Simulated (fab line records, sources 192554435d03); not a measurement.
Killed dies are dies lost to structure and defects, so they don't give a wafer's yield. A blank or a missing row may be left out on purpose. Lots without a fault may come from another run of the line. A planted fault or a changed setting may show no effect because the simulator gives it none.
fab line records | flow n5_finfet | part 1 of 2: steps 1 to 26 of 31
record lots=5 wafers=15 last_day=17
route steps=1938 shown BEOL_M10@1527 BEOL_M11@1536
lots that met no fault: from a run of the same line without faults
start_h: hours from the record's first day to the start of the lot's first wafer shown | wait_h: hours since the lot's step before | " the same as in the row above | L1.1+2: a row that stands for several wafers | - no value, or no start given | * or withheld: withheld | < > ~ a bound
route shown NAME@n: a module of which the file shows steps, and the number in the route of the first | usual: mean/standard deviation of fault-free wafers | same: alike in all rows | chamber/n: place in a boat | sites: the reading at each site | _std_site: their standard deviation | _edge_site: outer sites' mean less inner sites' | radius_mm: how far each site lies from the wafer's centre | mask NAME#n: copy n | behind: the tool/chamber that last shaped the wafer | hold: why the lot was held/for how many hours/how that ended | device: the transistor (n, p or np) that didn't switch | end of line: the same wafers' tests at the end of the route | a step without rows: its recipe alone | killed: dies lost to structure and defects at the first sort, not the wafer's yield | map: a wafer's dies, x killed, . not, _ none there
set.NAME: the setting as run; set.NAME@STEP: as run at that earlier step | model.NAME: the simulator's own value behind a step, which no gauge read
lots at some steps of the route; a table a step, a row a wafer
services: from which hour (start_h, from the record's first day; less than 0 if before it) a tool's chamber was out of use, for how many hours, and why
## steps
# step N5_BEOL_M10_SPUTTER_48
# recipe material=Cu target_thk_a=120 temp_c=-20 bias_v=60 power_w=26000 chamber_pressure_pa=0.13 time_s=2
# usual substrate_temp_c=-20.01/0.1 susceptor_temp_C=-19.99/0.11 throttle_valve_pct=29.9/1
# columns lot.wafer tool chamber start_h wait_h substrate_temp_c susceptor_temp_C throttle_valve_pct
L074.1 pvd_sputter-02 - 228.86 0.1 -19.92 -20.09 30.5
L074.3 " - " " -19.90 -19.91 30.6
L074.5 " - " " -20.09 -19.97 30.3
L086.1 pvd_sputter-03 - 294.58 0.1 -20.09 -19.94 31.0
L086.4 " - " " -20.09 -20.08 29.4
L086.5 " - " " -19.98 -20.03 28.7
L093.1 pvd_sputter-01 - 332.76 0.1 -20.06 -20.12 30.5
L093.2 " - " " -19.81 -20.05 30.1
L093.3 " - " " -20.07 -19.97 30.5
L095.1 pvd_sputter-01 - 347.20 0.2 -19.91 -19.99 27.5
L095.3 " - " " -19.95 -20.06 30.5
L095.4 " - " " -20.00 -20.00 29.8
L096.1 pvd_sputter-01 - 353.13 1.0 -20.01 -19.91 29.9
L096.3 " - " " -19.95 -19.90 27.5
L096.6 " - " " -19.96 -19.95 27.6
# step N5_BEOL_M10_ECD_50
# recipe material=Cu target_thk_a=3180
# columns lot.wafer tool chamber start_h wait_h
L074.1+3+5 ecd_cu-01 1,1,0 228.98 0.1
L086.1+4+5 ecd_cu-02 0 294.70 0.1
L093.1+2+3 ecd_cu-01 1,0,1 332.87 0.1
L095.1+3+4 ecd_cu-02 0,1,0 347.35 0.1
L096.1+3+6 ecd_cu-02 1,0,0 353.25 0.1
# step N5_BEOL_M10_ANNEAL_51
# recipe temp_c=225 time_s=90 ambient=N2
# usual wafer_temp_C_max=226.1/0.4
# columns lot.wafer tool chamber start_h wait_h wafer_temp_C_max
L074.1 rtp_anneal-02 0 229.46 0.5 226.6
L074.3 " 0 " " 226.5
L074.5 " 0 " " 226.1
L086.1 rtp_anneal-02 0 295.48 0.7 227.1
L086.4 " 0 " " 226.6
L086.5 " 0 " " 226.3
L093.1 rtp_anneal-01 0 332.98 0.1 225.9
L093.2 " 0 " " 226.0
L093.3 " 0 " " 226.0
L095.1 rtp_anneal-01 0 347.63 0.2 225.9
L095.3 " 0 " " 225.6
L095.4 " 0 " " 225.5
L096.1 rtp_anneal-02 0 353.36 0.1 226.4
L096.3 " 0 " " 226.8
L096.6 " 0 " " 226.4
# step N5_BEOL_M10_CMP_52
# recipe stop_on=SiCOH_lowk t_overpolish_s=7 down_force_psi=1 platen_rpm=50 clearing_platen_down_force_psi=1.5 clearing_platen_rpm=50 post_cmp_clean=cu_alkaline target_thk_nm=140 clearing_platen_pad_velocity_m_s=0.99484 pad_velocity_m_s=0.99484
# usual barrier_field_endpoint_s=28.9/0.84 head_pressure_psi=1.0000/0.0022 motor_current_A=5.8/0.33 overpolish_run_s=6.999/0.0088 retaining_ring_pressure_frac=0.999/0.0049 time_to_endpoint_s=65/3.4
# columns lot.wafer tool chamber start_h wait_h barrier_field_endpoint_s head_pressure_psi motor_current_A overpolish_run_s retaining_ring_pressure_frac time_to_endpoint_s
L074.1 cmp-01 2 229.86 0.3 28.5 0.9998 6.1 6.991 1.004 69
L074.3 " 3 " " 27.3 0.9979 5.6 6.996 1.005 61
L074.5 " 1 " " 27.6 0.9949 6.2 6.991 0.995 61
L086.4 cmp-03 0 295.79 0.1 27.9 1.0011 5.7 6.999 0.995 61
L086.1 " 1 " " 28.0 1.0002 6.0 6.990 0.999 60
L086.5 " 0 " " 28.0 0.9983 5.8 6.980 0.999 57
L093.2 cmp-03 1 333.28 0.2 29.5 1.0020 6.1 7.003 0.990 65
L093.1 " 3 " " 30.2 1.0003 6.1 6.988 1.001 65
L093.3 " 0 " " 28.3 1.0030 5.9 6.993 1.000 65
L095.3 cmp-01 0 347.93 0.2 29.3 1.0013 6.0 6.992 1.006 64
L095.1 " 1 " " 28.2 1.0015 6.0 6.997 1.000 62
L095.4 " 2 " " 30.8 0.9997 5.9 7.018 0.997 67
L096.1 cmp-02 3 353.71 0.3 28.2 0.9997 5.8 7.006 1.002 67
L096.3 " 1 " " 27.9 0.9975 5.3 6.998 0.997 60
L096.6 " 3 " " 28.9 1.0070 5.6 7.000 1.003 65
# step N5_BEOL_M10_THK_MEAS_53
# recipe thk_meas_gauge=xrf reads=Cu_of_BEOL_M10_ECD_50
# usual M10_THK=136.0/2.7
# columns lot.wafer tool chamber start_h wait_h M10_THK[nm]
L074.1 film_metro-02 - 230.08 - 136.0
L074.3 " - " " 135.8
L074.5 " - " " 135.3
L086.1 film_metro-01 - 296.08 - 137.1
L086.4 " - " " 134.9
L086.5 " - " " 135.9
L093.1 film_metro-02 - 333.58 - 136.6
L093.2 " - " " 130.1
L093.3 " - " " 136.7
L095.1 film_metro-02 - 348.22 - 136.4
L095.3 " - " " 141.3
L095.4 " - " " 136.3
L096.1 film_metro-01 - 353.96 - 139.3
L096.3 " - " " 135.0
L096.6 " - " " 137.7
# step N5_BEOL_M10_PRE_CLEAN_55
# recipe gas=NH3 time_s=15 temp_c=withheld rf_power_w=300
# columns lot.wafer tool chamber start_h wait_h
L074.1+3+5 pecvd-03 1,0,0 230.12 0.0
L086.1+4+5 pecvd-02 1,1,2 296.12 0.0
L093.1+2+3 pecvd-02 2,0,1 333.61 0.0
L095.1+3+4 pecvd-02 1,2,0 348.26 0.0
L096.1+3+6 pecvd-04 0,1,2 354.00 0.0
# step N5_BEOL_M10_DEP_56
# recipe material=SiCN target_thk_a=150 temp_c=withheld precursor=3MS/NH3 pressure_torr=3 rf_w=202 time_s=26.5
# usual showerhead_plenum_p_Torr=3.659/0.014 throttle_valve_pct=8.9/0.4
# columns lot.wafer tool chamber start_h wait_h showerhead_plenum_p_Torr throttle_valve_pct
L074.1 pecvd-03 1 230.14 0.0 3.651 8.5
L074.3 " 0 " " 3.691 8.7
L074.5 " 0 " " 3.697 8.7
L086.1 pecvd-02 1 296.15 0.0 3.643 9.1
L086.4 " 1 " " 3.661 8.6
L086.5 " 2 " " 3.676 8.5
L093.1 pecvd-02 2 333.64 0.0 3.666 8.5
L093.2 " 0 " " 3.633 9.1
L093.3 " 1 " " 3.666 8.8
L095.1 pecvd-02 1 348.28 0.0 3.659 8.6
L095.3 " 2 " " 3.679 8.5
L095.4 " 0 " " 3.649 9.3
L096.1 pecvd-04 0 354.03 0.0 3.653 9.5
L096.3 " 1 " " 3.648 9.2
L096.6 " 2 " " 3.658 8.8
# step N5_BEOL_M10_RS_MEAS_57
# recipe thk_meas_gauge=four-point-probe reads=Cu_of_BEOL_M10_ECD_50+Co_of_BEOL_M10_CVD_75+TaN_of_BEOL_M10_ALD_74
# usual M10_RS=0.153/0.0033
# columns lot.wafer tool chamber start_h wait_h M10_RS[ohm/sq]
L074.1 film_metro-02 - 230.21 0.1 0.153
L074.3 " - " " 0.154
L074.5 " - " " 0.155
L086.1 film_metro-02 - 296.22 0.1 0.153
L086.4 " - " " 0.155
L086.5 " - " " 0.153
L093.1 film_metro-02 - 333.71 0.1 0.151
L093.2 " - " " 0.160
L093.3 " - " " 0.151
L095.1 film_metro-02 - 348.36 0.1 0.152
L095.3 " - " " 0.147
L095.4 " - " " 0.152
L096.1 film_metro-01 - 354.10 0.1 0.149
L096.3 " - " " 0.154
L096.6 " - " " 0.150
# step N5_BEOL_M10_INSPECT_58
# recipe inspect_instrument=darkfield mode=post_dep
# usual raw_defect_count=72/23
# columns lot.wafer tool chamber start_h wait_h raw_defect_count
L074.1 defect_inspect-01 - 230.24 0.0 71
L074.3 " - " " 105
L074.5 " - " " 37
L086.1 defect_inspect-02 - 296.24 0.0 87
L086.4 " - " " 126
L086.5 " - " " 81
L093.1 defect_inspect-01 - 333.74 0.0 83
L093.2 " - " " 67
L093.3 " - " " 67
L095.1 defect_inspect-01 - 348.38 0.0 52
L095.3 " - " " 54
L095.4 " - " " 102
L096.1 defect_inspect-02 - 354.12 0.0 64
L096.3 " - " " 63
L096.6 " - " " 67
# step N5_BEOL_M11_ILD_DEP_00
# recipe material=SiCOH_lowk target_thk_a=3085.1 temp_c=300 precursor=DEMS/porogen pressure_torr=5 rf_w=500 time_s=58
# usual heater_power_w=283/46 showerhead_plenum_p_Torr=5.731/0.012 susceptor_temp_C=299.99/0.19 throttle_valve_pct=13.6/0.61
# columns lot.wafer tool chamber start_h wait_h heater_power_w showerhead_plenum_p_Torr susceptor_temp_C throttle_valve_pct
L074.1 pecvd-01 2 230.28 0.0 321 5.714 300.26 13.0
L074.3 " 1 " " 309 5.744 300.18 13.3
L074.5 " 0 " " 248 5.731 299.88 13.5
L086.1 pecvd-04 1 296.28 0.0 202 5.724 299.86 14.2
L086.4 " 0 " " 332 5.703 300.20 14.7
L086.5 " 2 " " 328 5.718 299.70 12.8
L093.1 pecvd-01 0 333.78 0.0 234 5.731 300.14 13.6
L093.2 " 2 " " 329 5.729 299.96 13.1
L093.3 " 1 " " 330 5.733 299.84 13.5
L095.1 pecvd-01 2 348.42 0.0 324 5.721 299.89 13.1
L095.3 " 0 " " 271 5.740 300.23 14.0
L095.4 " 0 " " 271 5.725 300.10 13.6
L096.1 pecvd-04 1 354.16 0.0 211 5.733 299.83 14.2
L096.3 " 0 " " 334 5.731 299.90 14.7
L096.6 " 1 " " 215 5.727 300.25 14.2
# step N5_BEOL_M11_CURE_71
# recipe temp_c=385 time_s=240 ambient=He/Ar material=SiCOH_lowk
# usual lamp_power_pct=52.31/0.051 wafer_temp_C_max=386.8/0.61
# columns lot.wafer tool chamber start_h wait_h lamp_power_pct wafer_temp_C_max
L074.1 uv_cure-03 1 230.35 0.0 52.25 386.1
L074.3 " 1 " " 52.31 386.1
L074.5 " 1 " " 52.35 386.6
L086.1 uv_cure-03 0 296.36 0.0 52.29 386.7
L086.4 " 0 " " 52.33 386.5
L086.5 " 0 " " 52.38 386.6
L093.1 uv_cure-01 2 333.85 0.0 52.32 387.4
L093.2 " 2 " " 52.24 386.7
L093.3 " 2 " " 52.39 387.0
L095.1 uv_cure-02 1 348.64 0.2 52.17 385.7
L095.3 " 1 " " 52.31 386.0
L095.4 " 1 " " 52.34 386.5
L096.1 uv_cure-01 0 354.24 0.0 52.30 388.5
L096.3 " 0 " " 52.22 388.0
L096.6 " 0 " " 52.34 387.9
# step N5_BEOL_M11_THK_MEAS_01
# recipe reads=SiCOH_lowk_of_BEOL_M11_ILD_DEP_00
# usual M11_ILD_THK=268/4.2
# columns lot.wafer tool chamber start_h wait_h M11_ILD_THK[nm]
L074.1 film_metro-02 - 231.35 0.8 266
L074.3 " - " " 266
L074.5 " - " " 272
L086.1 film_metro-01 - 296.87 0.4 262
L086.4 " - " " 268
L086.5 " - " " 267
L093.1 film_metro-01 - 334.37 0.4 267
L093.2 " - " " 267
L093.3 " - " " 266
L095.1 film_metro-02 - 349.16 0.4 266
L095.3 " - " " 269
L095.4 " - " " 267
L096.1 film_metro-01 - 354.75 0.4 259
L096.3 " - " " 264
L096.6 " - " " 264
# step N5_BEOL_M11_PECVD_70
# recipe material=SiO2 target_thk_a=200 temp_c=400 precursor=TEOS/O2 pressure_torr=5.5 rf_w=450 teos_flow_sccm=53.8 gas=O2 flow_sccm=3000 time_s=22.7
# usual heater_power_w=665/75 showerhead_plenum_p_Torr=8.75/0.051 susceptor_temp_C=399.99/0.23 throttle_valve_pct=22.0/0.97
# columns lot.wafer tool chamber start_h wait_h heater_power_w showerhead_plenum_p_Torr susceptor_temp_C throttle_valve_pct
L074.1 pecvd-01 2 231.38 0.0 755 8.74 399.75 20.6
L074.3 " 1 " " 666 8.79 400.12 21.9
L074.5 " 0 " " 672 8.78 400.49 22.1
L086.1 pecvd-04 2 296.91 0.0 672 8.74 400.08 20.7
L086.4 " 0 " " 755 8.70 400.27 23.6
L086.5 " 2 " " 688 8.75 399.93 20.4
L093.1 pecvd-04 1 334.40 0.0 545 8.73 400.18 22.7
L093.2 " 0 " " 775 8.70 399.97 23.8
L093.3 " 2 " " 725 8.74 400.11 20.9
L095.1 pecvd-01 1 349.19 0.0 752 8.77 399.82 22.1
L095.3 " 2 " " 676 8.73 399.65 21.3
L095.4 " 1 " " 734 8.78 400.07 21.7
L096.1 pecvd-03 1 354.79 0.0 667 8.71 399.64 20.8
L096.3 " 1 " " 647 8.71 399.69 20.9
L096.6 " 1 " " 664 8.70 399.44 21.2
# step N5_BEOL_M11_HM_DEP_02
# recipe material=TiN target_thk_a=200 temp_c=25 chamber_pressure_pa=0.49996
# usual substrate_temp_c=25.02/0.12 susceptor_temp_C=25.01/0.1 throttle_valve_pct=30.1/0.84
# columns lot.wafer tool chamber start_h wait_h substrate_temp_c susceptor_temp_C throttle_valve_pct
L074.1 pvd_sputter-01 - 233.31 1.9 25.07 25.04 30.2
L074.3 " - " " 24.97 24.92 30.7
L074.5 " - " " 25.06 24.90 27.8
L086.1 pvd_sputter-02 - 298.39 1.5 25.20 24.82 30.4
L086.4 " - " " 25.04 25.06 30.3
L086.5 " - " " 24.83 25.08 30.4
L093.1 pvd_sputter-02 - 335.43 1.0 25.07 25.11 30.4
L093.2 " - " " 25.01 24.94 30.3
L093.3 " - " " 25.13 25.06 30.4
L095.1 pvd_sputter-02 - 350.30 1.1 25.12 25.07 30.6
L095.3 " - " " 25.18 24.94 30.3
L095.4 " - " " 25.01 24.98 30.3
L096.1 pvd_sputter-03 - 355.27 0.5 24.97 24.95 31.5
L096.3 " - " " 25.05 24.81 28.6
L096.6 " - " " 25.09 24.96 29.6
# step N5_BEOL_M11_COAT_59
# recipe resist=SOC temp_c=250 time_s=60 spin_rpm=1500 resist_thk_nm=100
# columns lot.wafer tool chamber start_h wait_h
L074.1+3+5 litho_track-04 0 233.43 0.1
L086.1+4+5 litho_track-03 0 298.51 0.1
L093.1+2+3 litho_track-03 0 335.56 0.1
L095.1+3+4 litho_track-05 0 350.43 0.1
L096.1+3+6 litho_track-03 0 355.39 0.1
# step N5_BEOL_M11_COAT_60
# recipe resist=SiARC temp_c=220 time_s=60 spin_rpm=1500 resist_thk_nm=30
# columns lot.wafer tool chamber start_h wait_h
L074.1+3+5 litho_track-04 0 - -
L086.1+4+5 litho_track-03 0 - -
L093.1+2+3 litho_track-03 0 - -
L095.1+3+4 litho_track-05 0 - -
L096.1+3+6 litho_track-03 0 - -
# step N5_BEOL_M11_COAT_05
# recipe resist=CAR-ArF spin_rpm=1500 resist_thk_nm=90
# columns lot.wafer tool chamber start_h wait_h
L074.1+3+5 litho_track-04 0 - -
L086.1+4+5 litho_track-03 0 - -
L093.1+2+3 litho_track-03 0 - -
L095.1+3+4 litho_track-05 0 - -
L096.1+3+6 litho_track-03 0 - -
# step N5_BEOL_M11_EBR_07
# recipe solvent=PGMEA ebr_width_mm=1.5
# columns lot.wafer tool chamber start_h wait_h
L074.1+3+5 litho_track-04 0 - -
L086.1+4+5 litho_track-03 0 - -
L093.1+2+3 litho_track-03 0 - -
L095.1+3+4 litho_track-05 0 - -
L096.1+3+6 litho_track-03 0 - -
# step N5_BEOL_M11_SOFTBAKE_06
# recipe temp_c=110 time_s=60 resist=CAR-ArF
# columns lot.wafer tool chamber start_h wait_h
L074.1+3+5 litho_track-04 0 - -
L086.1+4+5 litho_track-03 0 - -
L093.1+2+3 litho_track-03 0 - -
L095.1+3+4 litho_track-05 0 - -
L096.1+3+6 litho_track-03 0 - -
# step N5_BEOL_M11_EXPOSE_08
# recipe mask_id=M11 na=1.35 source_shape=dipole sigma_inner=0.411 sigma_outer=0.611 polarization=te dose_mj=53.75
# columns lot.wafer tool chamber start_h wait_h mask
L074.1+3+5 arfi_scanner-02 0 233.68 - M11#0
L086.1+4+5 arfi_scanner-03 0 298.79 - M11#0
L093.1+2+3 arfi_scanner-03 0 335.80 - M11#0
L095.1+3+4 arfi_scanner-03 0 350.55 - M11#0
L096.1+3+6 arfi_scanner-01 0 355.64 - M11#0
# step N5_BEOL_M11_PEB_09
# recipe peb_temp_c=withheld peb_time_s=60 resist=CAR-ArF
# columns lot.wafer tool chamber start_h wait_h
L074.1+3+5 litho_track-03 0 233.73 0.1
L086.1+4+5 litho_track-05 0 298.85 0.1
L093.1+2+3 litho_track-04 0 335.86 0.1
L095.1+3+4 litho_track-05 0 350.61 0.1
L096.1+3+6 litho_track-03 0 355.70 0.1
# step N5_BEOL_M11_DEVELOP_10
# recipe develop_time_s=30 developer=TMAH resist=CAR-ArF rinse_liquid=diw dry=air_spin dev_temp_c=23
# columns lot.wafer tool chamber start_h wait_h
L074.1+3+5 litho_track-03 0 - -
L086.1+4+5 litho_track-05 0 - -
L093.1+2+3 litho_track-04 0 - -
L095.1+3+4 litho_track-05 0 - -
L096.1+3+6 litho_track-03 0 - -
# step N5_BEOL_M11_CD_MEAS_11
# recipe target_cd_nm=64.1 landing_energy_ev=500 detector=se_inlens polarity=opening
# usual cd_nm=64.3/0.79
# columns lot.wafer tool chamber start_h wait_h cd_nm
L074.1 cd_sem-01 0 233.80 - 66.4
L074.3 " 0 " " 65.7
L074.5 " 0 " " 65.1
L086.1 cd_sem-03 0 298.92 - 64.2
L086.4 " 0 " " 64.5
L086.5 " 0 " " 62.8
L093.1 cd_sem-02 0 335.93 - 64.0
L093.2 " 0 " " 62.7
L093.3 " 0 " " 63.9
L095.1 cd_sem-01 0 350.68 - 63.8
L095.3 " 0 " " 64.4
L095.4 " 0 " " 64.3
L096.1 cd_sem-01 0 355.76 - 64.1
L096.3 " 0 " " 64.8
L096.6 " 0 " " 64.1
# step N5_BEOL_M11_OVL_MEAS_12
# recipe points_per_wafer=44
# usual M11_OVL=0.6/0.98
# columns lot.wafer tool chamber start_h wait_h M11_OVL[nm]
L074.1 overlay-01 0 233.83 0.0 1.8
L074.3 " 0 " " 0.6
L074.5 " 0 " " 1.1
L086.1 overlay-01 0 298.95 0.0 1.8
L086.4 " 0 " " 1.1
L086.5 " 0 " " 1.3
L093.1 overlay-02 0 335.96 0.0 0.3
L093.2 " 0 " " 0.7
L093.3 " 0 " " 0.3
L095.1 overlay-02 0 350.71 0.0 0.7
L095.3 " 0 " " 1.4
L095.4 " 0 " " 0.7
L096.1 overlay-01 0 355.79 0.0 1.1
L096.3 " 0 " " 0.8
L096.6 " 0 " " 0.9
# step N5_BEOL_M11_INSPECT_13
# recipe mode=adi inspect_instrument=brightfield
# usual raw_defect_count=407/96
# columns lot.wafer tool chamber start_h wait_h raw_defect_count
L074.1 defect_inspect-02 - 233.86 0.0 385
L074.3 " - " " 414
L074.5 " - " " 255
L086.1 defect_inspect-02 - 298.97 0.0 560
L086.4 " - " " 506
L086.5 " - " " 483
L093.1 defect_inspect-01 - 335.98 0.0 607
L093.2 " - " " 491
L093.3 " - " " 356
L095.1 defect_inspect-02 - 350.73 0.0 292
L095.3 " - " " 264
L095.4 " - " " 379
L096.1 defect_inspect-01 - 355.82 0.0 403
L096.3 " - " " 304
L096.6 " - " " 308
# step N5_BEOL_M11_DESCUM_16
# recipe chemistry=O2 time_s=7.9 source_power_w=50 bias_power_w=20 pressure_mtorr=20 rf_frequency_hz=2.712e+07 temp_c=40 resist=CAR-ArF o2_flow_sccm=225
# usual chamber_pressure_mTorr=19.999/0.019 drypump_motor_current_A=5.9/0.31 oes_product_au=0.78/0.078 rf_vpp_V=243.3/1.4 showerhead_plenum_p_Torr=2.08/0.064 throttle_valve_pct=20.41/0.22
# columns lot.wafer tool chamber start_h wait_h chamber_pressure_mTorr drypump_motor_current_A oes_product_au rf_hours_counter_h rf_vpp_V showerhead_plenum_p_Torr throttle_valve_pct
L074.1 rie_diel-05 1 234.03 0.2 19.998 5.5 0.77 158 240.2 2.02 20.73
L074.3 " 3 " " 20.017 6.1 0.73 196 244.4 2.14 20.40
L074.5 " 0 " " 19.984 5.5 0.74 - 243.6 2.06 20.48
L086.1 rie_diel-02 1 299.01 0.0 20.018 6.6 0.69 206 242.7 2.03 20.34
L086.4 " 2 " " 20.004 6.1 0.90 30 245.4 2.24 20.40
L086.5 " 0 " " 20.008 5.6 0.70 - 244.7 2.15 20.50
L093.1 rie_diel-02 2 336.02 0.0 19.997 6.1 0.89 41 247.5 2.24 20.44
L093.2 " 0 " " 19.961 5.6 0.69 230 244.0 2.15 20.54
L093.3 " 3 " " 20.014 6.1 0.88 51 243.6 2.12 20.54
L095.1 rie_diel-01 0 350.76 0.0 20.007 6.1 0.85 58 244.2 2.11 20.07
L095.3 " 1 " " 19.966 6.2 0.73 180 242.3 2.06 20.15
L095.4 " 2 " " 20.002 5.6 0.83 81 244.2 2.09 20.14
L096.1 rie_diel-01 2 355.85 0.0 20.016 5.6 0.82 83 241.9 2.09 20.14
L096.3 " 0 " " 20.022 6.1 0.84 60 243.5 2.11 20.07
L096.6 " 1 " " 19.981 6.2 0.73 - 244.0 2.06 20.12
